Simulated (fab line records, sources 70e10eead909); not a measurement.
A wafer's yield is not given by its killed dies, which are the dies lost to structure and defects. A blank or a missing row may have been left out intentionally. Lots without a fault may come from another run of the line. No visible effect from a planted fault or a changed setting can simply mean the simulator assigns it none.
fab line records	flow nandHarc
record: lots: 14	wafers: 42	lastDay: 33
route steps=1302 shown A_STAIRCASE@832 THIN_TSV@1264 END@1302
lots with no fault: from the same line, run without faults
startH: the number of hours between the record's first day and the start of the first shown wafer of the lot	waitH: how many hours have passed since the lot's step before this one	" the same as in the row above	L1.1+2: a single row standing in for several wafers	- no value present, or no start provided	* or withheld: withheld	< > ~ a bound
route shown NAME@n: names a module that has steps shown in the file, with the first one's number in the route	usual: mean and standard deviation over wafers with no fault	same: alike in all rows	chamber/n: place in a boat	sites: per-site readings	_std_site: their standard deviation	_edge_site: inner sites' mean taken away from outer sites' mean	radiusMm: for every site, how far away it sits from the centre of the wafer	mask NAME#n: copy n	behind: tool/chamber where the wafer was last shaped	hold: reason for holding the lot/hours on hold/outcome of the hold	device: the n, p or np transistor that did not switch	end of line: the tests these same wafers got at the end of their route	a step given without rows: its recipe and nothing more	killed: dies that structure and defects cost at the first sort, which is not the same as the wafer's yield	map: per-die view of a wafer (x killed, . not killed, _ where there is no die)
set.NAME: setting as actually run; set.NAME@STEP: the setting as run at that earlier step	model.NAME: the simulator's own value behind a step, which no gauge read
one table for each step of the route and one row for each wafer, over a sample of lots
services: from which hour (startH, from the record's first day; less than 0 if before it) a tool's chamber was out of use, for how many hours, and why
== steps ==
step: NHARC_A_STAIRCASE_HM_OPEN_463
recipe: o2FlowSccm: 400	cosFlowSccm: 20	arFlowSccm: 0	rfW: 500	biasW: 300	chemistry: O2/COS
usual: biasW: 300.0/0.82	drypumpMotorCurrentA: 5.7/0.35	oesProductAu: 0.999/0.011	rfVppV: 466/3.3	showerheadPlenumPTorr: 3.08/0.15	throttleValvePct: 28.329/0.0098
lot.wafer	tool	chamber	startH	waitH	biasW	drypumpMotorCurrentA	oesProductAu	rfHoursCounterH	rfVppV	showerheadPlenumPTorr	throttleValvePct
L466.1	rieDiel-13	0	376.67	-	299.4	5.5	1.011	14	471	3.37	28.325
L466.6	"	3	"	"	298.5	5.5	1.003	-	464	2.97	28.332
L466.5	"	0	"	"	299.9	5.5	1.003	-	471	3.37	28.335
L468.3	rieDiel-12	3	392.68	-	300.9	5.9	1.004	38	468	3.13	28.324
L468.1	"	0	"	"	300.6	5.6	1.013	42	464	2.95	28.325
L468.6	"	1	"	"	299.7	5.4	0.989	-	462	2.92	28.322
L467.4	rieDiel-12	1	402.33	-	299.7	5.4	0.999	42	463	2.92	28.329
L467.3	"	2	"	"	299.3	6.0	1.004	32	468	3.22	28.323
L467.6	"	0	"	"	300.0	5.6	1.027	-	464	2.95	28.326
L469.3	rieDiel-12	3	408.99	-	299.6	5.9	0.999	41	466	3.13	28.321
L469.6	"	3	"	"	300.8	5.9	0.991	-	468	3.13	28.340
L469.4	"	0	"	"	299.6	5.6	1.019	-	463	2.95	28.323
L474.3	rieDiel-12	1	476.11	-	300.1	5.4	1.007	6	462	2.91	28.333
L474.5	"	1	"	"	299.8	5.4	0.999	-	463	2.91	28.331
L474.6	"	2	"	"	301.3	6.0	0.987	-	469	3.22	28.327
L476.3	rieDiel-12	2	490.84	-	298.9	6.0	0.986	9	469	3.21	28.311
L476.5	"	2	"	"	298.9	6.0	0.988	-	469	3.21	28.331
L476.6	"	3	"	"	299.8	5.9	0.992	-	467	3.12	28.342
L478.4	rieDiel-12	0	515.97	-	300.4	5.6	1.018	17	462	2.94	28.335
L478.5	"	1	"	"	300.9	5.4	0.995	-	461	2.91	28.312
L478.6	"	2	"	"	298.1	6.0	0.986	-	469	3.21	28.334
L481.3	rieDiel-03	1	532.89	-	300.5	5.4	0.989	20	468	3.19	28.336
L481.6	"	2	"	"	299.5	6.1	1.009	-	463	2.92	28.322
L481.5	"	3	"	"	299.5	5.3	1.003	-	471	3.33	28.334
L480.2	rieDiel-03	0	534.06	-	300.0	5.5	0.994	20	463	3.00	28.336
L480.3	"	2	"	"	300.1	6.1	1.000	21	462	2.92	28.323
L480.1	"	3	"	"	299.0	5.3	0.993	21	471	3.33	28.321
L482.3	rieDiel-03	1	546.96	-	301.9	5.3	0.997	27	467	3.19	28.328
L482.4	"	1	"	"	300.9	5.3	0.992	-	469	3.19	28.330
L482.6	"	3	"	"	298.1	5.3	1.008	-	471	3.33	28.340
L485.4	rieDiel-03	3	579.81	-	301.4	5.3	0.985	33	472	3.32	28.337
L485.3	"	0	"	"	300.2	5.5	0.988	31	464	2.99	28.322
L485.5	"	0	"	"	301.0	5.5	0.988	-	464	2.99	28.331
L486.1	rieDiel-03	2	601.34	-	299.5	6.1	1.010	41	462	2.91	28.345
L486.2	"	3	"	"	300.1	5.3	0.998	40	472	3.32	28.328
L486.5	"	2	"	"	298.8	6.1	1.013	-	463	2.91	28.324
L487.4	rieDiel-13	2	607.03	-	299.2	6.6	1.007	27	466	3.01	28.308
L487.5	"	2	"	"	299.1	6.6	1.012	-	465	3.01	28.338
L487.6	"	3	"	"	299.5	5.5	0.999	-	463	2.94	28.346
L488.2	rieDiel-12	2	611.06	-	301.4	6.0	0.988	51	469	3.19	28.340
L488.3	"	1	"	"	300.1	5.5	1.006	54	462	2.89	28.332
L488.5	"	2	"	"	300.8	6.0	0.992	-	469	3.19	28.331
step: NHARC_THIN_TSV_CD_MEAS_16
usual: cdNm: 1000.8/1.8
lot.wafer	tool	chamber	startH	waitH	cdNm
L466.1	cdSem-03	-	542.07	0.1	1000.9
L466.5	"	-	"	"	998.8
L466.6	"	-	"	"	1002.8
L468.1	cdSem-01	-	549.17	0.1	1004.4
L468.3	"	-	"	"	1004.6
L468.6	"	-	"	"	1000.8
L467.3	cdSem-02	-	564.71	0.1	1000.2
L467.4	"	-	"	"	1001.4
L467.6	"	-	"	"	1001.2
L469.3	cdSem-01	-	571.96	0.1	1003.0
L469.4	"	-	"	"	1003.1
L469.6	"	-	"	"	1002.2
L474.3	cdSem-01	-	637.42	0.1	1004.0
L474.5	"	-	"	"	1000.5
L474.6	"	-	"	"	1003.3
L476.3	cdSem-02	-	647.56	0.1	1001.6
L476.5	"	-	"	"	1002.1
L476.6	"	-	"	"	998.2
L478.4	cdSem-02	-	671.37	0.1	1004.1
L478.5	"	-	"	"	1001.5
L478.6	"	-	"	"	1002.2
L480.1	cdSem-03	-	689.09	0.1	1001.3
L480.2	"	-	"	"	998.6
L480.3	"	-	"	"	998.2
L481.3	cdSem-02	-	693.07	0.1	997.7
L481.5	"	-	"	"	1003.1
L481.6	"	-	"	"	999.0
L482.3	cdSem-03	-	713.10	0.1	996.7
L482.4	"	-	"	"	997.2
L482.6	"	-	"	"	999.5
L485.3	cdSem-01	-	739.96	0.1	1001.5
L485.4	"	-	"	"	999.1
L485.5	"	-	"	"	1000.5
L486.1	cdSem-01	-	766.92	0.1	1003.2
L486.2	"	-	"	"	999.8
L486.5	"	-	"	"	1000.5
L488.2	cdSem-01	-	771.09	0.1	1001.2
L488.3	"	-	"	"	1000.5
L488.5	"	-	"	"	997.5
L487.4	cdSem-03	-	773.47	0.1	1000.8
L487.5	"	-	"	"	1002.8
L487.6	"	-	"	"	1002.1
step: NHARC_THIN_TSV_PRE_CLEAN_54
recipe: timeS: 30	tempC: 280	gas: H2/He
usual: heaterPowerW: 406/45	susceptorTempC: 280.00/0.2
lot.wafer	tool	chamber	startH	waitH	heaterPowerW	susceptorTempC
L466.1	pvdSputter-01	-	546.01	0.1	474	280.12
L466.6	"	-	"	"	374	279.61
L466.5	"	-	"	"	456	279.80
L468.3	pvdSputter-03	-	553.06	0.1	354	279.70
L468.1	"	-	"	"	368	279.96
L468.6	"	-	"	"	432	280.21
L467.4	pvdSputter-03	-	568.59	0.0	437	279.86
L467.3	"	-	"	"	362	280.27
L467.6	"	-	"	"	356	280.16
L469.4	pvdSputter-03	-	575.92	0.1	381	-
L469.3	"	-	"	"	440	-
L469.6	"	-	"	"	356	-
L474.3	pvdSputter-01	-	641.37	0.1	484	279.64
L474.6	"	-	"	"	451	280.23
L474.5	"	-	"	"	413	279.66
L476.3	pvdSputter-01	-	651.53	0.1	498	280.17
L476.6	"	-	"	"	501	280.03
L476.5	"	-	"	"	417	279.84
L478.4	pvdSputter-03	-	675.30	0.1	364	279.68
L478.5	"	-	"	"	430	280.24
L478.6	"	-	"	"	360	280.11
L480.2	pvdSputter-03	-	693.00	0.1	385	279.88
L480.3	"	-	"	"	368	279.98
L480.1	"	-	"	"	360	280.02
L481.3	pvdSputter-01	-	696.95	0.1	444	280.35
L481.5	"	-	"	"	405	279.82
L481.6	"	-	"	"	446	280.36
L482.4	pvdSputter-01	-	716.98	0.1	438	280.12
L482.3	"	-	"	"	498	279.94
L482.6	"	-	"	"	463	279.99
L485.4	pvdSputter-03	-	744.18	0.0	374	-
L485.3	"	-	"	"	402	-
L485.5	"	-	"	"	372	-
L486.1	pvdSputter-03	-	770.94	0.0	450	279.86
L486.2	"	-	"	"	370	280.36
L486.5	"	-	"	"	456	279.99
L488.2	pvdSputter-02	-	775.13	0.1	358	280.18
L488.3	"	-	"	"	362	280.28
L488.5	"	-	"	"	460	279.99
L487.4	pvdSputter-03	-	777.37	0.1	366	-
L487.5	"	-	"	"	352	-
L487.6	"	-	"	"	400	-
step: NHARC_END_SORT_01
recipe: tempC: 25
usual: killedAtArray: 52/18	killedAtOther: 1.2/1.5	killedAtPeriphery: 4/3.2	killedDies: 57/17	killedOpen: 3.1/1.9	killedShort: 2.5/1.7
same: grossDies: 677
lot.wafer	tool	chamber	startH	waitH	killedAtArray	killedAtOther	killedAtPeriphery	killedDies	killedOpen	killedShort
L476.3	prober-02	0	665.14	3.1	119	1	3	123	2	0
L476.5	prober-02	0	666.72	3.7	138	1	3	142	2	4
L476.6	prober-02	0	667.51	3.9	32	0	2	34	3	1
L478.4	prober-02	0	687.94	3.4	65	0	3	68	2	1
L478.5	prober-02	0	688.74	3.7	70	0	5	75	0	2
L478.6	prober-02	0	689.54	4.0	153	0	2	155	7	3
killed by level:class
L476.3 A_STAIRCASE:unspecified=88 A_CHANNEL_HOLE_D1:chamberFilmFlake=19 A_CONTACT:chamberFilmFlake=6 P_ZERO_WELL:chamberFilmFlake=2 A_CHANNEL_HOLE_D2:chamberFilmFlake=2 A_CONTACT:geometricParticle:open=1 A_M0:geometricParticle:open=1 P_CONTACT:chamberFilmFlake=1
L476.5 A_STAIRCASE:unspecified=84 A_CHANNEL_HOLE_D1:chamberFilmFlake=30 A_CONTACT:chamberFilmFlake=11 A_SLIT:chamberFilmFlake=4 A_WL_FILL:geometricParticle:short=2 P_ZERO_WELL:chamberFilmFlake=2 A_CHANNEL_FILL_D1:chamberFilmFlake=2 P_M0:geometricParticle:open=1
L476.6 A_CHANNEL_HOLE_D1:chamberFilmFlake=15 A_CONTACT:chamberFilmFlake=7 A_CHANNEL_HOLE_D2:chamberFilmFlake=5 P_ZERO_WELL:chamberFilmFlake=2 A_ONON_D1:geometricParticle:short=1 A_CHANNEL_HOLE_D2:geometricParticle:open=1 A_SGD_CUT:geometricParticle:open=1 A_BLC:geometricParticle:open=1
L478.4 A_SLIT:chamberFilmFlake=30 A_CHANNEL_HOLE_D1:chamberFilmFlake=28 A_CONTACT:chamberFilmFlake=3 P_GATE:chamberFilmFlake=2 A_ONON_D2:geometricParticle:short=1 A_ONON_D2:geometricParticle:open=1 A_M0:geometricParticle:open=1 P_ZERO_WELL:chamberFilmFlake=1
L478.5 A_CHANNEL_HOLE_D1:chamberFilmFlake=38 A_SLIT:chamberFilmFlake=25 P_GATE:chamberFilmFlake=4 A_ZERO_WELL:chamberFilmFlake=3 A_STAIRCASE:chamberFilmFlake=3 P_M0:geometricParticle:short=1 A_ONON_D1:geometricParticle:short=1
L478.6 A_STAIRCASE:unspecified=85 A_SLIT:chamberFilmFlake=27 A_CHANNEL_HOLE_D1:chamberFilmFlake=26 A_ONON_D2:geometricParticle:open=3 A_ZERO_WELL:chamberFilmFlake=3 A_BLC:geometricParticle:open=2 A_CONTACT:chamberFilmFlake=2 A_CHANNEL_FILL_D1:geometricParticle:open=1
== services ==
tool	chamber	startH	hours	kind
rieDiel-03	0	359.61	6.1	repair
pvdSputter-03	-	397.99	8.2	repair
pvdSputter-01	-	404.00	10.0	pm
rieDiel-12	2	406.71	10.1	repair
rieDiel-03	2	421.02	1.3	repair
rieDiel-12	-	445.56	9.0	pm
rieDiel-03	-	461.01	9.0	pm
pvdSputter-01	-	469.63	3.3	repair
rieDiel-12	0	526.03	5.7	repair
pvdSputter-03	-	527.66	10.0	pm
rieDiel-03	-	533.13	0.7	repair
rieDiel-12	0	536.48	5.4	repair
rieDiel-03	2	543.29	7.7	repair
pvdSputter-03	-	550.24	2.5	repair
pvdSputter-01	-	582.00	10.0	pm
rieDiel-12	-	590.55	0.9	repair
rieDiel-12	-	625.27	9.0	pm
rieDiel-03	2	625.40	19.0	repair
pvdSputter-01	-	626.25	14.6	repair
pvdSputter-03	-	636.28	0.8	repair
pvdSputter-03	-	705.66	10.0	pm
pvdSputter-03	-	762.49	6.0	repair
rieDiel-12	2	765.64	1.4	repair
rieDiel-12	3	773.47	4.5	repair
== key ==
firstSign: step: NHARC_END_SORT_01	reading: killedDies	direction: up	sigmas: 4.9	usual: 57	struck: 140
effect: step: NHARC_END_SORT_01	reading: killedAtArray	direction: up	sigmas: 4.8	usual: 52	struck: 137
moreKillsBornAt: NHARC_A_STAIRCASE_HM_OPEN_463@rieDiel-12: 256
metAt NHARC_A_STAIRCASE_HM_OPEN_463
struckLots L476,L478
struckWafers L476.3,L476.5,L478.6
testerLeftOut L476,L478
notActingAt NHARC_THIN_TSV_CD_MEAS_16,NHARC_THIN_TSV_PRE_CLEAN_54
onsetBetween 476.11 490.84
fault: kind: chamberParticleSource	tool: rieDiel-12	chamber: 2	onsetH: 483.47	steps: NHARC_A_STAIRCASE_HM_OPEN_463	ratePerVisitCm2: 0.8994	endH: 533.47
testerLeftOut: of these lots the tester's yield and bins aren't shown, on N5 and GAA mostly nor the transistor test; their killed dies are dies lost to structure and defects alone, not to doping, threshold or leakage, so they don't give the yield
